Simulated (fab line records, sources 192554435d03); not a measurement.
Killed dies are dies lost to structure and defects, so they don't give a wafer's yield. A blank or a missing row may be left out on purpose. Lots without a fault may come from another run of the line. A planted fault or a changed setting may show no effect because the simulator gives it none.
Which tool did it? | flow n5_finfet | 24 lots, 72 wafers sampled, at 6 steps of a route of 1938

WHAT THE GAUGES READ, wafer by wafer
N5_STI_FIN_REVEAL_CD_MEAS_22: target cd 6.238 nm, pitch 28 nm. Usual: cd_nm 6.24 nm, standard deviation 0.25.
lot  | measured    | on        | cd_nm (nm)     | flag
L074 | day 2 12:50 | cd_sem-03 | 6.25 5.93 6.33 |
L075 | day 2 17:53 | cd_sem-01 | 6.31 5.87 6.28 |
L076 | day 3 02:34 | cd_sem-02 | 6.29 6.57 6.24 |
L077 | day 3 10:13 | cd_sem-01 | 6.28 6.57 6.54 |
L078 | day 3 13:32 | cd_sem-02 | 6.62 6.16 6.00 |
L079 | day 3 19:43 | cd_sem-01 | 6.42 6.21 6.49 |
L080 | day 4 00:34 | cd_sem-01 | 6.35 6.17 5.83 |
L081 | day 4 07:43 | cd_sem-03 | 6.20 6.45 6.77 |
L082 | day 4 13:45 | cd_sem-01 | 6.73 6.40 6.32 |
L083 | day 4 19:43 | cd_sem-02 | 6.29 5.92 6.56 |
L084 | day 5 00:48 | cd_sem-02 | 5.85 5.78 5.86 |
L085 | day 5 09:13 | cd_sem-01 | 6.22 5.85 6.29 |
L086 | day 5 14:52 | cd_sem-01 | 6.48 6.36 6.39 |
L087 | day 5 19:51 | cd_sem-02 | 6.37 6.57 6.17 |
L088 | day 6 01:08 | cd_sem-03 | 6.44 6.19 5.90 |
L089 | day 6 06:51 | cd_sem-03 | 6.30 6.57 6.64 |
L090 | day 6 13:23 | cd_sem-03 | 6.20 6.07 6.15 |
L091 | day 6 17:38 | cd_sem-02 | 5.64 5.85 6.11 |
L092 | day 7 03:17 | cd_sem-02 | 6.17 6.46 6.53 |
L093 | day 7 08:16 | cd_sem-03 | 6.26 6.25 6.21 |
L094 | day 7 20:25 | cd_sem-02 | 6.05 6.51 6.18 |
L095 | day 7 23:17 | cd_sem-02 | 6.70 6.10 6.57 |
L096 | day 8 03:44 | cd_sem-01 | 6.16 6.47 6.56 |
L097 | day 8 07:35 | cd_sem-01 | 5.81 6.49 5.96 |

N5_STI_FIN_REVEAL_INSPECT_13: inspects for defects (darkfield). Usual: raw_defect_count 12, standard deviation 5.4.
lot  | measured    | on                | raw_defect_count | flag
L074 | day 2 12:58 | defect_inspect-02 | 18 16 13         |
L075 | day 2 18:00 | defect_inspect-02 | 11 7 13          |
L076 | day 3 02:41 | defect_inspect-01 | 17 17 12         |
L077 | day 3 10:20 | defect_inspect-02 | 2 6 6            |
L078 | day 3 13:39 | defect_inspect-01 | 10 6 7           |
L079 | day 3 19:50 | defect_inspect-01 | 13 12 15         |
L080 | day 4 00:41 | defect_inspect-02 | 13 4 9           |
L081 | day 4 07:50 | defect_inspect-01 | 25 12 5          |
L082 | day 4 13:52 | defect_inspect-02 | 17 7 14          |
L083 | day 4 19:50 | defect_inspect-02 | 19 14 27         |
L084 | day 5 00:55 | defect_inspect-01 | 10 18 8          |
L085 | day 5 09:20 | defect_inspect-02 | 16 7 7           |
L086 | day 5 14:59 | defect_inspect-01 | 11 10 10         |
L087 | day 5 19:58 | defect_inspect-01 | 5 3 8            |
L088 | day 6 01:15 | defect_inspect-02 | 16 9 7           |
L089 | day 6 06:58 | defect_inspect-01 | 14 6 12          |
L090 | day 6 13:30 | defect_inspect-02 | 16 17 29         |
L091 | day 6 17:46 | defect_inspect-02 | 12 17 14         |
L092 | day 7 03:23 | defect_inspect-01 | 8 11 10          |
L093 | day 7 08:23 | defect_inspect-01 | 7 16 12          |
L094 | day 7 20:32 | defect_inspect-01 | 9 5 11           |
L095 | day 7 23:24 | defect_inspect-02 | 8 8 10           |
L096 | day 8 03:51 | defect_inspect-01 | 11 7 8           |
L097 | day 8 07:43 | defect_inspect-02 | 18 19 11         |

N5_SD_EPI_N_CD_MEAS_09: target cd 120 nm. Usual: cd_nm 120.2 nm, standard deviation 0.62.
lot  | measured    | on        | cd_nm (nm)        | flag
L074 | day 3 04:34 | cd_sem-02 | 120.4 120.4 119.8 |
L075 | day 3 05:17 | cd_sem-01 | 120.2 120.5 119.8 |
L076 | day 3 13:56 | cd_sem-03 | 119.3 119.6 119.1 |
L077 | day 3 23:07 | cd_sem-02 | 121.5 121.1 120.9 |
L078 | day 4 04:13 | cd_sem-01 | 121.0 119.8 121.4 |
L079 | day 4 07:50 | cd_sem-03 | 120.4 119.6 119.6 |
L080 | day 4 16:02 | cd_sem-03 | 119.6 119.6 119.4 |
L081 | day 4 19:15 | cd_sem-03 | 120.2 120.5 120.3 |
L082 | day 5 00:55 | cd_sem-03 | 120.2 120.0 120.3 |
L083 | day 5 07:17 | cd_sem-03 | 120.0 119.7 120.1 |
L084 | day 5 14:15 | cd_sem-01 | 119.8 120.3 120.4 |
L085 | day 5 20:40 | cd_sem-02 | 119.9 119.4 119.8 |
L086 | day 6 01:53 | cd_sem-03 | 120.1 119.9 120.1 |
L087 | day 6 08:53 | cd_sem-01 | 120.2 120.7 119.5 |
L088 | day 6 12:04 | cd_sem-03 | 119.6 119.2 119.9 |
L089 | day 6 20:09 | cd_sem-03 | 120.3 120.9 120.9 |
L090 | day 7 00:58 | cd_sem-03 | 119.5 119.3 119.5 |
L091 | day 7 09:26 | cd_sem-01 | 119.3 119.7 120.8 |
L092 | day 7 18:37 | cd_sem-02 | 120.7 122.0 121.7 |
L093 | day 7 22:41 | cd_sem-02 | 120.5 120.1 119.7 |
L094 | day 8 07:28 | cd_sem-03 | 120.9 120.8 121.4 |
L095 | day 8 10:48 | cd_sem-02 | 120.9 120.1 119.3 |
L096 | day 8 15:59 | cd_sem-01 | 119.9 120.2 120.2 |
L097 | day 8 19:01 | cd_sem-02 | 120.4 120.5 120.6 |

WHICH TOOL RAN EACH LOT (tool, then ch and the chambers of the sampled wafers, then the start)
lot  | N5_STI_FIN_REVEAL_STRIP_24        | N5_STI_FIN_REVEAL_OXIDATION_33      | N5_SPACER0_ALD_00
L074 | rie_diel-02 ch 0,1,2, day 2 09:56 | plasma_asher-01 ch 1, day 2 12:38   | ald_sin-03 ch 1,2,3, day 3 03:45
L075 | rie_diel-02 ch 0,2, day 2 14:58   | plasma_asher-02 ch 0,1, day 2 17:43 | ald_sin-02 ch 0,1,3, day 3 04:28
L076 | rie_diel-04 ch 0,1, day 2 23:41   | plasma_asher-02 ch 0,1, day 3 02:24 | ald_sin-02 ch 0,1,2, day 3 13:15
L077 | rie_diel-02 ch 1,2, day 3 07:20   | plasma_asher-02 ch 0,1, day 3 10:04 | ald_sin-02 ch 1,2,3, day 3 22:18
L078 | rie_diel-04 ch 1,2,3, day 3 10:24 | plasma_asher-01 ch 0,1, day 3 13:22 | ald_sin-03 ch 0,1, day 4 03:24
L079 | rie_diel-04 ch 2,3, day 3 16:01   | plasma_asher-02 ch 0,1, day 3 19:33 | ald_sin-03 ch 0,1,3, day 4 07:01
L080 | rie_diel-02 ch 0,1,2, day 3 21:41 | plasma_asher-01 ch 0,1, day 4 00:25 | ald_sin-01 ch 0,1,3, day 4 15:13
L081 | rie_diel-02 ch 0,1,2, day 4 04:49 | plasma_asher-02 ch 0,1, day 4 07:34 | ald_sin-01 ch 0,1,3, day 4 18:33
L082 | rie_diel-06 ch 0,2, day 4 10:21   | plasma_asher-02 ch 0, day 4 13:35   | ald_sin-02 ch 0,2, day 5 00:06
L083 | rie_diel-06 ch 1,2,3, day 4 16:50 | plasma_asher-02 ch 0,1, day 4 19:33 | ald_sin-03 ch 1,2,3, day 5 06:29
L084 | rie_diel-02 ch 0,2,3, day 4 21:44 | plasma_asher-02 ch 0,1, day 5 00:38 | ald_sin-01 ch 0,2,3, day 5 13:34
L085 | rie_diel-02 ch 0,2, day 5 06:18   | plasma_asher-01 ch 0,1, day 5 09:03 | ald_sin-03 ch 0,1,2, day 5 19:51
L086 | rie_diel-04 ch 0,3, day 5 11:16   | plasma_asher-02 ch 1, day 5 14:41   | ald_sin-02 ch 1,2, day 6 01:11
L087 | rie_diel-02 ch 0,3, day 5 16:38   | plasma_asher-01 ch 1, day 5 19:41   | ald_sin-01 ch 0,1, day 6 08:11
L088 | rie_diel-02 ch 0,1,2, day 5 21:43 | plasma_asher-01 ch 0,1, day 6 00:58 | ald_sin-01 ch 0,1,3, day 6 11:23
L089 | rie_diel-06 ch 0,2,3, day 6 03:36 | plasma_asher-01 ch 0,1, day 6 06:42 | ald_sin-01 ch 0,2,3, day 6 19:19
L090 | rie_diel-04 ch 2,3, day 6 10:28   | plasma_asher-02 ch 0,1, day 6 13:13 | ald_sin-01 ch 1,2,3, day 7 00:08
L091 | rie_diel-04 ch 0,1,2, day 6 14:45 | plasma_asher-01 ch 0,1, day 6 17:28 | ald_sin-01 ch 1,2,3, day 7 08:45
L092 | rie_diel-02 ch 0,1, day 7 00:13   | plasma_asher-02 ch 1, day 7 03:07   | ald_sin-02 ch 0,1,2, day 7 17:49
L093 | rie_diel-06 ch 0,1,2, day 7 05:23 | plasma_asher-02 ch 0,1, day 7 08:07 | ald_sin-02 ch 1,2,3, day 7 21:52
L094 | rie_diel-06 ch 2,3, day 7 17:29   | plasma_asher-01 ch 0,1, day 7 20:14 | ald_sin-02 ch 0,1,3, day 8 06:39
L095 | rie_diel-04 ch 1,2,3, day 7 20:24 | plasma_asher-01 ch 0,1, day 7 23:07 | ald_sin-02 ch 0,2,3, day 8 09:59
L096 | rie_diel-04 ch 0,1,2, day 8 00:50 | plasma_asher-01 ch 1, day 8 03:34   | ald_sin-03 ch 0,2,3, day 8 15:17
L097 | rie_diel-04 ch 1,2, day 8 04:43   | plasma_asher-01 ch 0,1, day 8 07:26 | ald_sin-03 ch 0,1,2, day 8 18:20
- N5_STI_FIN_REVEAL_STRIP_24: strips in N2/H2, time 90 s.
- N5_STI_FIN_REVEAL_OXIDATION_33: chemistry O2 PLASMA REMOTE, time 20 s.
- N5_SPACER0_ALD_00: deposits SiOCN, target thk 3.5 nm, pulse time 3 s, purge time 2 s.

WHAT THE TOOLS THEMSELVES READ (means of the sampled wafers that have a number; where no wafer has one, the mark that the record gives instead)
N5_STI_FIN_REVEAL_STRIP_24. Usual: drypump_motor_current_A 5.6 A, standard deviation 0.56; oes_product_au 0.81 a.u., standard deviation 0.1; rf_vpp_V 45.3 V, standard deviation 0.82; showerhead_plenum_p_Torr 3.38 Torr, standard deviation 0.097; throttle_valve_pct 12.17 %, standard deviation 0.29.
lot  | tool        | drypump_motor_current_A (A) | oes_product_au (a.u.) | rf_vpp_V (V) | showerhead_plenum_p_Torr (Torr) | throttle_valve_pct (%) | flag
L074 | rie_diel-02 | 5.5                         | 0.75                  | 45.2         | 3.33                            | 12.39                  |
L075 | rie_diel-02 | 5.0                         | 0.75                  | 44.9         | 3.28                            | 12.37                  |
L076 | rie_diel-04 | 5.8                         | 0.81                  | 45.6         | 3.40                            | 12.07                  |
L077 | rie_diel-02 | 5.6                         | 0.79                  | 45.2         | 3.40                            | 12.33                  |
L078 | rie_diel-04 | 5.4                         | 0.86                  | 44.4         | 3.41                            | 12.07                  |
L079 | rie_diel-04 | 5.3                         | 0.93                  | 45.3         | 3.43                            | 11.88                  |
L080 | rie_diel-02 | 5.5                         | 0.74                  | 44.4         | 3.32                            | 12.42                  |
L081 | rie_diel-02 | 5.5                         | 0.73                  | 45.1         | 3.32                            | 12.43                  |
L082 | rie_diel-06 | 5.9                         | 0.80                  | 45.0         | 3.35                            | 12.15                  |
L083 | rie_diel-06 | 5.5                         | 0.78                  | 45.8         | 3.38                            | 12.35                  |
L084 | rie_diel-02 | 5.3                         | 0.82                  | 45.0         | 3.40                            | 12.21                  |
L085 | rie_diel-02 | 5.0                         | 0.72                  | 45.0         | 3.27                            | 12.44                  |
L086 | rie_diel-04 | 5.8                         | 0.84                  | 44.8         | 3.42                            | 11.97                  |
L087 | rie_diel-02 | 5.3                         | 0.76                  | 45.0         | 3.33                            | 12.31                  |
L088 | rie_diel-02 | 5.5                         | 0.83                  | 44.3         | 3.31                            | 12.27                  |
L089 | rie_diel-06 | 5.6                         | 0.78                  | 45.6         | 3.34                            | 12.25                  |
L090 | rie_diel-04 | 5.3                         | 0.89                  | 46.1         | 3.42                            | 11.94                  |
L091 | rie_diel-04 | 5.6                         | 0.84                  | 45.4         | 3.41                            | 11.95                  |
L092 | rie_diel-02 | 5.6                         | 0.77                  | 45.2         | 3.23                            | 12.36                  |
L093 | rie_diel-06 | 5.8                         | 0.84                  | 45.5         | 3.37                            | 12.10                  |
L094 | rie_diel-06 | 5.4                         | 0.77                  | 46.1         | 3.33                            | 12.35                  |
L095 | rie_diel-04 | 5.4                         | 0.80                  | 45.3         | 3.39                            | 12.16                  |
L096 | rie_diel-04 | 5.6                         | 0.81                  | 45.7         | 3.40                            | 11.98                  |
L097 | rie_diel-04 | 5.3                         | 0.85                  | 45.3         | 3.40                            | 12.04                  |

N5_STI_FIN_REVEAL_OXIDATION_33. Usual: drypump_motor_current_A 6.2 A, standard deviation 0.39; heater_power_w 144 W, standard deviation 9.
lot  | tool            | drypump_motor_current_A (A) | heater_power_w (W) | flag
L074 | plasma_asher-01 | 6.5                         | 144                |
L075 | plasma_asher-02 | 6.5                         | 139                |
L076 | plasma_asher-02 | 6.5                         | 136                |
L077 | plasma_asher-02 | 6.5                         | 135                |
L078 | plasma_asher-01 | 6.2                         | 152                |
L079 | plasma_asher-02 | 6.5                         | 136                |
L080 | plasma_asher-01 | 5.9                         | 154                |
L081 | plasma_asher-02 | 6.4                         | 139                |
L082 | plasma_asher-02 | 6.4                         | 142                |
L083 | plasma_asher-02 | 6.5                         | 137                |
L084 | plasma_asher-02 | 6.4                         | 140                |
L085 | plasma_asher-01 | 5.9                         | 155                |
L086 | plasma_asher-02 | 6.5                         | 134                |
L087 | plasma_asher-01 | 6.5                         | 144                |
L088 | plasma_asher-01 | 6.2                         | 150                |
L089 | plasma_asher-01 | 6.2                         | 149                |
L090 | plasma_asher-02 | 6.4                         | 138                |
L091 | plasma_asher-01 | 6.2                         | 148                |
L092 | plasma_asher-02 | 6.5                         | 136                |
L093 | plasma_asher-02 | 6.4                         | 138                |
L094 | plasma_asher-01 | 6.2                         | 147                |
L095 | plasma_asher-01 | 6.2                         | 147                |
L096 | plasma_asher-01 | 6.5                         | 143                |
L097 | plasma_asher-01 | 5.9                         | 152                |

N5_SPACER0_ALD_00. Usual: heater_power_w 833 W, standard deviation 85; precursor_pulse_height_rel 0.997, standard deviation 0.02.
lot  | tool       | heater_power_w (W) | precursor_pulse_height_rel | flag
L074 | ald_sin-03 | 930                | 0.989                      |
L075 | ald_sin-02 | 754                | 1.000                      |
L076 | ald_sin-02 | 812                | 1.025                      |
L077 | ald_sin-02 | 820                | 1.007                      |
L078 | ald_sin-03 | 839                | 0.999                      |
L079 | ald_sin-03 | 898                | 0.999                      |
L080 | ald_sin-01 | 835                | 1.005                      |
L081 | ald_sin-01 | 814                | 0.998                      |
L082 | ald_sin-02 | 777                | 0.995                      |
L083 | ald_sin-03 | 918                | 0.993                      |
L084 | ald_sin-01 | 871                | 0.998                      |
L085 | ald_sin-03 | 858                | 0.994                      |
L086 | ald_sin-02 | 869                | 0.999                      |
L087 | ald_sin-01 | 843                | 0.984                      |
L088 | ald_sin-01 | 832                | 0.983                      |
L089 | ald_sin-01 | 883                | 0.974                      |
L090 | ald_sin-01 | 804                | 1.004                      |
L091 | ald_sin-01 | 813                | 0.995                      |
L092 | ald_sin-02 | 797                | 1.005                      |
L093 | ald_sin-02 | 825                | 1.020                      |
L094 | ald_sin-02 | 769                | 1.014                      |
L095 | ald_sin-02 | 779                | 1.007                      |
L096 | ald_sin-03 | 896                | 0.993                      |
L097 | ald_sin-03 | 879                | 1.000                      |

THE ANSWER, worked out from the rows above alone
Rule: a lot is off if the mean of its wafers that have a number lies more than 3 standard deviations from the usual mean. A lot without any number at a reading at which 4 lots or more have one is off too. The other lots that the step has rows for count as sound. The gauges are gone through in route order, then the tools' own readings, and for those a lot's mean is taken as printed above. The first step at which some lot is off is used, and at that step the reading that is off furthest; a lot without a number counts as furthest.
No lot is off at any reading shown: from this, nothing can be told.

WHAT THE SIMULATOR HAD PUT IN
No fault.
